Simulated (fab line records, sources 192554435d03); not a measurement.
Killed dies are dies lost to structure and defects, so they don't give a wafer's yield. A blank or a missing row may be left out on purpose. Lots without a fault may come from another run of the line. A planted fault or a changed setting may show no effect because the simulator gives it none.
Which tool did it? | flow n5_finfet | 11 lots, 30 wafers sampled, at 5 steps of a route of 1938

WHAT THE GAUGES READ, wafer by wafer
N5_BEOL_M4_RC_MEAS_101. Usual: DIBL_N 35.9 mV/V, standard deviation 1.6; DIBL_P 35.6 mV/V, standard deviation 2.1; IOFF_N 0.149 nA/um, standard deviation 0.029; IOFF_P 0.20 nA/um, standard deviation 0.033; ION_N 671 uA/um, standard deviation 11; ION_P 460 uA/um, standard deviation 7.3; SS_N 71.4 mV/dec, standard deviation 0.62; SS_P 73.2 mV/dec, standard deviation 0.65; VT_N 251 mV, standard deviation 3.1; VT_P -251 mV, standard deviation 3.4.
lot  | measured     | on        | DIBL_N (mV/V)  | DIBL_P (mV/V)  | IOFF_N (nA/um)    | IOFF_P (nA/um) | ION_N (uA/um) | ION_P (uA/um) | SS_N (mV/dec)  | SS_P (mV/dec)  | VT_N (mV)   | VT_P (mV)      | flag
L579 | day 8 12:00  | prober-01 | 34.8 35.9 33.8 | 36.8 38.6 35.6 | 0.153 0.169 0.124 | 0.19 0.20 0.17 | 687 676 654   | 462 455 454   | 71.7 72.1 71.4 | 73.5 73.4 72.9 | 252 252 260 | -255 -253 -256 |
L581 | day 9 00:58  | prober-02 | 34.9 32.3 33.7 | 35.5 33.0 34.1 | 0.133 0.114 0.122 | 0.19 0.16 0.18 | 665 669 667   | 451 456 464   | 71.9 70.5 70.7 | 72.9 73.0 72.4 | 252 254 252 | -251 -253 -254 |
L582 | day 9 07:43  | prober-02 | 35.4 34.4 36.6 | 33.4 31.4 34.7 | 0.133 0.114 0.152 | 0.18 0.15 0.19 | 668 664 677   | 459 456 459   | 70.8 71.0 71.3 | 72.8 72.5 73.8 | 251 254 250 | -251 -254 -251 |
L583 | day 9 04:26  | prober-02 | 36.4 35.6 36.7 | 36.1 37.0 38.0 | 0.144 0.144 0.158 | 0.17 0.18 0.20 | 659 665 668   | 444 452 459   | 72.3 71.3 71.3 | 72.7 72.4 73.1 | 252 250 251 | -258 -254 -252 |
L584 | day 9 13:25  | prober-02 | 38.3 35.9 35.0 | 37.6 34.8 33.7 | 0.182 0.149 0.126 | 0.26 0.22 0.19 | 680 675 663   | 468 471 461   | 72.3 71.2 70.9 | 73.0 72.7 72.9 | 247 250 252 | -248 -245 -251 |
L586 | day 10 06:55 | prober-01 | 32.7 35.6      | 32.2 35.6      | 0.106 0.159       | 0.16 0.21      | 651 677       | 456 472       | 70.9 70.7      | 72.7 73.2      | 256 247     | -254 -247      |
L587 | day 10 14:43 | prober-01 | 36.8 38.7 37.9 | 37.4 39.8 38.5 | 0.169 0.216 0.199 | 0.20 0.25 0.23 | 676 690 692   | 460 467 472   | 71.2 72.4 71.8 | 72.9 74.5 74.5 | 247 246 245 | -252 -249 -250 |
L593 | day 11 18:13 | prober-02 | 37.8 35.8      | 36.3 34.2      | 0.148 0.125       | 0.20 0.17      | 673 663       | 454 459       | 71.1 71.1      | 73.7 73.1      | 251 254     | -251 -252      |
L594 | day 12 09:48 | prober-02 | 37.3 36.2 36.7 | 38.0 35.3 35.5 | 0.163 0.141 0.150 | 0.23 0.18 0.19 | 665 656 661   | 458 450 458   | 72.7 71.8 72.4 | 73.9 73.1 73.3 | 250 253 253 | -251 -257 -254 |
L595 | day 12 13:02 | prober-02 | 35.2 36.1      | 34.7 35.8      | 0.118 0.131       | 0.16 0.18      | 661 667       | 454 457       | 71.2 71.2      | 73.4 73.6      | 254 255     | -257 -252      |
L599 | day 13 12:37 | prober-02 | 36.8 38.7 39.1 | 35.2 38.1 38.4 | 0.157 0.199 0.213 | 0.21 0.26 0.27 | 681 683 697   | 468 467 475   | 70.7 71.9 72.5 | 73.0 73.8 74.2 | 253 245 244 | -250 -244 -248 |

WHICH TOOL RAN EACH LOT (tool, then ch and the chambers of the sampled wafers, then the start)
lot  | N5_BEOL_M0_SAQP_ALD_48           | N5_BEOL_M0_DEGAS_112         | N5_BEOL_M0_ALD_136                  | N5_BEOL_M0_PRE_CLEAN_131
L579 | ald_sin-01 ch 0,1,2, day 6 12:35 | pvd_sputter-03, day 6 15:44  | ald_metal-01 ch 1,3, day 6 15:50    | cvd_co-01 ch 1,2, day 6 18:59
L581 | ald_sin-01 ch 1,3, day 7 00:58   | pvd_sputter-03, day 7 05:59  | ald_metal-03 ch 0,2,3, day 7 06:05  | cvd_co-01 ch 0,1, day 7 08:01
L582 | ald_sin-04 ch 0,2, day 7 05:37   | pvd_sputter-01, day 7 09:58  | ald_metal-01 ch 0,1, day 7 10:10    | cvd_co-02 ch 0,2, day 7 12:02
L583 | ald_sin-03 ch 1,2,3, day 7 08:29 | pvd_sputter-02, day 7 12:10  | ald_metal-01 ch 0,1,2, day 7 12:16  | cvd_co-01 ch 0,2, day 7 13:54
L584 | ald_sin-01 ch 1,2,3, day 7 11:26 | pvd_sputter-03, day 7 18:31  | ald_metal-04 ch 0,1,3, day 7 18:37  | cvd_co-01 ch 0,1,2, day 7 21:05
L586 | ald_sin-01 ch 0,1, day 7 23:20   | pvd_sputter-03, day 8 07:31  | ald_metal-01 ch 2,3, day 8 07:37    | cvd_co-02 ch 1, day 8 09:37
L587 | ald_sin-04 ch 0,1,3, day 8 06:35 | pvd_sputter-02, day 8 11:10  | ald_metal-04 ch 0,2, day 8 11:20    | cvd_co-02 ch 0,1,2, day 8 13:19
L593 | ald_sin-01 ch 0,1, day 9 21:26   | pvd_sputter-01, day 10 02:27 | ald_metal-01 ch 0,1, day 10 02:41   | cvd_co-02 ch 1,2, day 10 05:32
L594 | ald_sin-01 ch 0,1, day 10 03:10  | pvd_sputter-03, day 10 05:52 | ald_metal-04 ch 0,1,2, day 10 05:58 | cvd_co-01 ch 0,2, day 10 08:31
L595 | ald_sin-03 ch 0,1, day 10 08:32  | pvd_sputter-03, day 10 12:27 | ald_metal-01 ch 0,1, day 10 12:37   | cvd_co-01 ch 1,2, day 10 14:24
L599 | ald_sin-03 ch 1,3, day 11 04:20  | pvd_sputter-03, day 11 10:37 | ald_metal-03 ch 0,2,3, day 11 10:44 | cvd_co-01 ch 0,1, day 11 12:23
- N5_BEOL_M0_SAQP_ALD_48: deposits SiO2, target thk 20 nm, pulse time 1 s, co reactant pulse time 1 s.
- N5_BEOL_M0_DEGAS_112: time 60 s.
- N5_BEOL_M0_ALD_136: deposits TaN, pulse time 2 s, purge time 3 s, co reactant purge time 2 s.
- N5_BEOL_M0_PRE_CLEAN_131: time 15 s.

WHAT THE TOOLS THEMSELVES READ (means of the sampled wafers that have a number; where no wafer has one, the mark that the record gives instead)
N5_BEOL_M0_SAQP_ALD_48. Usual: heater_power_w 75 W, standard deviation 7.2; precursor_pulse_height_rel 0.998, standard deviation 0.021.
lot  | tool       | heater_power_w (W) | precursor_pulse_height_rel | flag
L579 | ald_sin-01 | 73                 | 1.007                      |
L581 | ald_sin-01 | 76                 | 0.993                      |
L582 | ald_sin-04 | 86                 | 1.004                      |
L583 | ald_sin-03 | 72                 | 0.998                      |
L584 | ald_sin-01 | 76                 | 1.002                      |
L586 | ald_sin-01 | 72                 | 1.024                      |
L587 | ald_sin-04 | 73                 | 0.995                      |
L593 | ald_sin-01 | 74                 | 0.994                      |
L594 | ald_sin-01 | 74                 | 1.005                      |
L595 | ald_sin-03 | 72                 | 1.002                      |
L599 | ald_sin-03 | 71                 | 0.983                      |

N5_BEOL_M0_DEGAS_112. Usual: heater_power_w 324 W, standard deviation 26.
lot  | tool           | heater_power_w (W) | flag
L579 | pvd_sputter-03 | 345                |
L581 | pvd_sputter-03 | 348                |
L582 | pvd_sputter-01 | 326                |
L583 | pvd_sputter-02 | 298                |
L584 | pvd_sputter-03 | 358                |
L586 | pvd_sputter-03 | 352                |
L587 | pvd_sputter-02 | 298                |
L593 | pvd_sputter-01 | 328                |
L594 | pvd_sputter-03 | 358                |
L595 | pvd_sputter-03 | 340                |
L599 | pvd_sputter-03 | 355                |

N5_BEOL_M0_ALD_136. Usual: heater_power_w 426 W, standard deviation 27.
lot  | tool         | heater_power_w (W) | flag
L579 | ald_metal-01 | 442                |
L581 | ald_metal-03 | 410                |
L582 | ald_metal-01 | 448                |
L583 | ald_metal-01 | 433                |
L584 | ald_metal-04 | 440                |
L586 | ald_metal-01 | 422                |
L587 | ald_metal-04 | 431                |
L593 | ald_metal-01 | 456                |
L594 | ald_metal-04 | 427                |
L595 | ald_metal-01 | 444                |
L599 | ald_metal-03 | 402                |

N5_BEOL_M0_PRE_CLEAN_131. Usual: heater_power_w 86 W, standard deviation 17.
lot  | tool      | heater_power_w (W) | flag
L579 | cvd_co-01 | 101                |
L581 | cvd_co-01 | 93                 |
L582 | cvd_co-02 | 88                 |
L583 | cvd_co-01 | 81                 |
L584 | cvd_co-01 | 87                 |
L586 | cvd_co-02 | 92                 |
L587 | cvd_co-02 | 84                 |
L593 | cvd_co-02 | 78                 |
L594 | cvd_co-01 | 74                 |
L595 | cvd_co-01 | 98                 |
L599 | cvd_co-01 | 80                 |

THE ANSWER, worked out from the rows above alone
Rule: a lot is off if the mean of its wafers that have a number lies more than 3 standard deviations from the usual mean. A lot without any number at a reading at which 4 lots or more have one is off too. The other lots that the step has rows for count as sound. The gauges are gone through in route order, then the tools' own readings, and for those a lot's mean is taken as printed above. The first step at which some lot is off is used, and at that step the reading that is off furthest; a lot without a number counts as furthest.
No lot is off at any reading shown: from this, nothing can be told.

WHAT THE SIMULATOR HAD PUT IN
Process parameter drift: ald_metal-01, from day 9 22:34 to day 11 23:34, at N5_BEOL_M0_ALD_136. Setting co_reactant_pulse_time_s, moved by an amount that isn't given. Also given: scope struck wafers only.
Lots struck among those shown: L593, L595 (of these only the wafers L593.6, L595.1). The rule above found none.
